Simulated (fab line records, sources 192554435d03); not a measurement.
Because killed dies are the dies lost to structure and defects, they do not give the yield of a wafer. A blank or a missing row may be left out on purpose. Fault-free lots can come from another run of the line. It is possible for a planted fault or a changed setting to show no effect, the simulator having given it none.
A lot that was struck, set against a sound lot	flow n5 finfet	37 steps out of a route of 1938
Sound: wafers L551.1, L551.4, L551.5. Struck: wafer L555.3 (left out: L555.1, L555.6 of the same lot, which were not struck); the cause appears at the end.
At each step with rows: each side's tool, then ch and its chambers, then its first start. Under that, the readings that differ: sound wafers	struck wafers	difference of the means	sigmas: that difference in standard deviations of wafers without a fault.
alike: same words and numbers on both sides, and readings whose means sit less than 2 such deviations apart. not compared: any withheld reading, any reading some wafer has no value for, any bound like >300 that may hide the same value, and any number with overlapping values for which the record gives no deviation.
The two part at a step that has a row with sigmas, a row that says differs or no value, or rows on one side only. Non-overlapping numbers with no deviation appear without sigmas and do not part them. A reading missing from all wafers of one side parts the sides only when that side holds two or more wafers.

first, 9 steps without rows for these wafers: N5_BEOL_M11_ALD_74 (deposits TaN, target thk 2 nm, pulse time 2 s, purge time 3 s); N5_BEOL_M11_SURFACE_TREAT_76; N5_BEOL_M11_CVD_75 (deposits Co from CCTBA/H2, target thk 2 nm, time 138.9 s); N5_BEOL_M11_SPUTTER_48 (material Cu, target thk 12 nm, time 2 s); N5_BEOL_M11_ECD_50 (material Cu, target thk 318 nm); N5_BEOL_M11_ANNEAL_51 (time 90 s); N5_BEOL_M11_CMP_52 (polishes, stops on SiCOH lowk, t overpolish 7 s, target thk 140 nm); N5_BEOL_M11_PRE_CLEAN_55 (time 15 s); N5_BEOL_M11_DEP_56 (deposits SiCN from 3MS/NH3, target thk 30 nm, time 10.5 s).
N5_BEOL_M12_ILD_DEP_00: deposits SiOC from DEMS/O2, target thk 658.92 nm, time 130.7 s.
  sound on pecvd-04 ch 0,1, day 12 02:02; struck on pecvd-04 ch 2, day 13 15:33
reading	sound	struck	difference	sigmas
run length s (s)	175.5 174.4 175.1	194.4	+19.4	+33
showerhead plenum p Torr (Torr)	5.681 5.687 5.665	5.725	+0.047	+3
model.SiOC_of_BEOL_M12_ILD_DEP_00.thk nm (nm)	664.8 663 671.8	746.4	+79.9	
  alike: heater power w, susceptor temp C, throttle valve pct
N5_BEOL_M12_THK_MEAS_01:
  sound: film metro-01 at day 12 02:10; struck: film metro-01 at day 13 15:41
reading	sound	struck	difference	sigmas
M12_ILD_THK (nm)	665 663 671	747	+81	+9
then, 10 steps without rows for these wafers: N5_BEOL_M12_COAT_58 (time 60 s, resist thk 89 nm); N5_BEOL_M12_COAT_04 (resist thk 400 nm); N5_BEOL_M12_EBR_06; N5_BEOL_M12_SOFTBAKE_05 (time 60 s); N5_BEOL_M12_EXPOSE_07 (exposes mask V11); N5_BEOL_M12_PEB_08 (peb time 90 s); N5_BEOL_M12_DEVELOP_09 (develop time 45 s); N5_BEOL_M12_HARDBAKE_14 (time 120 s); N5_BEOL_M12_DESCUM_15 (chemistry O2, time 7.9 s); N5_BEOL_M12_ETCH_59 (etches BARC in N2/H2, target depth 89 nm, overetch 26.7 nm, time 67.9 s).
N5_BEOL_M12_VIA_ETCH_16: etches SiOC in C4F8/O2/Ar, target depth 724.8 nm.
  sound on rie diel-06 ch 1,2,3, day 12 02:46; struck on rie diel-02 ch 2, day 13 16:10
reading	sound	struck	difference	sigmas
throttle valve pct (%)	24.9 24.3 23.8	23.6	-0.7	-2
model.etch.depth nm (nm)	664.8 663 671.7	746.4	+79.9	
model.coat_of_BEOL_M12_COAT_04.thk nm (nm)	121.2 124.6 115	99.2	-21.1	
  alike: drypump motor current A, oes product au, rf vpp V, showerhead plenum p Torr
N5_BEOL_M12_STRIP_63: strips in N2/H2.
  sound on plasma asher-02 ch 0,1, day 12 02:58; struck on plasma asher-01 ch 0, day 13 16:22
reading	sound	struck	difference	sigmas
drypump motor current A (A)	5.37 4.99 5.00	5.61	+0.49	+2
oes product au (a.u.)	0.690 0.695 0.696	0.674	-0.020	-4
strip time to endpoint s (s)	42.0 42.9 40.3	36.0	-5.7	-6
  alike: heater power w
  not compared: rf hours counter h
then, 12 steps without rows for these wafers: N5_BEOL_M12_STRIP_64 (strips in N2/H2); N5_BEOL_M12_STRIP_71 (strips in post etch residue remover, time 60 s); N5_BEOL_M12_SRD_72 (time 30 s, dry time 30 s); N5_BEOL_M12_COAT_65 (time 60 s, resist thk 300 nm); N5_BEOL_M12_COAT_66 (time 60 s, resist thk 110 nm); N5_BEOL_M12_COAT_22 (resist thk 300 nm); N5_BEOL_M12_EBR_24; N5_BEOL_M12_SOFTBAKE_23 (time 60 s); N5_BEOL_M12_EXPOSE_25 (exposes mask M12); N5_BEOL_M12_PEB_26 (peb time 90 s); N5_BEOL_M12_DEVELOP_27 (develop time 45 s); N5_BEOL_M12_HARDBAKE_32 (time 120 s).
N5_BEOL_M12_CMP_49: polishes, stops on SiOC, t overpolish 20.6 s, target thk 320 nm.
  sound on cmp-04 ch 1,3, day 12 06:05; struck on cmp-02 ch 3, day 13 21:52
reading	sound	struck	difference	sigmas
model.SiOC_of_BEOL_M12_ILD_DEP_00.thk nm (nm)	605.6 603.6 611	686	+79	
  alike: motor current A
then, 1 step without rows for these wafers: N5_PASSIVATION_PROBE_49.

WHERE THEY PART
First at N5_BEOL_M12_ILD_DEP_00; last, within this record, at N5_BEOL_M12_STRIP_63. Later steps at which nothing parts them and some readings are alike: N5_BEOL_M12_CMP_49.

WHY: whatever the simulator had introduced
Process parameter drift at N5_BEOL_M12_ILD_DEP_00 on pecvd-04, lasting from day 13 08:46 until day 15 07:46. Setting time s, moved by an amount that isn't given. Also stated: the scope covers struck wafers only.
